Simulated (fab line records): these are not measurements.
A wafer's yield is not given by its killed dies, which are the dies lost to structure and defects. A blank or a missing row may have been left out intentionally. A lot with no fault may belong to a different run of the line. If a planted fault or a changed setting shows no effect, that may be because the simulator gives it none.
Chamber matching    flow n5 finfet    4 sister chambers for N5_BEOL_M0_SAQP_ETCH_88 on rie diel-04
The step etches underlayer in N2/H2, target depth 6.5 nm, time 5.2 s. 14 wafers are shown with their chamber, then 7 later ones without.

## WAFERS WITH THEIR CHAMBER
wafer   chamber  drypump motor current A (A)  throttle valve pct (%)  oes product au (a.u.)
L078.1  1        6.05                         17.68                   0.72
L078.3  0        5.52                         17.90                   0.63
L078.5  2        5.65                         17.83                   0.59
L082.1  3        6.23                         18.15                   0.63
L082.4  0        5.54                         17.94                   0.63
L082.6  3        6.21                         18.16                   0.64
L083.2  0        5.59                         17.91                   0.62
L083.4  1        6.00                         17.66                   0.72
L083.6  0        5.59                         17.95                   0.63
L085.2  3        6.21                         18.17                   0.64
L085.3  2        5.59                         17.43                   0.80
L085.6  3        6.22                         18.15                   0.63
L086.3  1        6.02                         17.68                   0.72
L086.4  3        6.23                         18.16                   0.64

SIGNATURES, as means of the wafers listed above
reading                  chamber 0  chamber 1  chamber 2  chamber 3  scatter within a chamber
drypump motor current A  5.5600     6.0233     5.6200     6.2200     0.027
throttle valve pct       17.9250    17.6733    17.6300    18.1580    0.0907
oes product au           0.6275     0.7200     0.6950     0.6360     0.0472
Rule: a wafer lies at a distance from a chamber equal to the root of the sum of squares, over the readings, of (its reading less the chamber's mean, divided by the reading's scatter). If the next closest chamber is less than 2 further off than the closest, the wafer can't be placed; otherwise it belongs to the closest. The scatter is the square root of a quotient: the sum, over the shown wafers, of each reading's squared deviation from its chamber's mean, divided by wafers minus chambers.

## WAFERS MISSING THEIR CHAMBER
wafer   drypump motor current A (A)  throttle valve pct (%)  oes product au (a.u.)
L086.6  5.57                         17.42                   0.80
L090.2  5.54                         17.96                   0.62
L090.5  5.49                         17.95                   0.62
L090.6  6.23                         18.18                   0.63
L096.1  6.03                         17.71                   0.68
L096.4  5.61                         17.46                   0.75
L096.5  6.02                         17.71                   0.69

## EACH ONE'S CHAMBER
wafer   from the rows above  in truth
L086.6  2                    2
L090.2  0                    0
L090.5  0                    0
L090.6  3                    3
L096.1  1                    1
L096.4  2                    2
L096.5  1                    1
7 of 7 placed correctly. From these rows, 0 cannot be placed. Placed wrongly: 0.
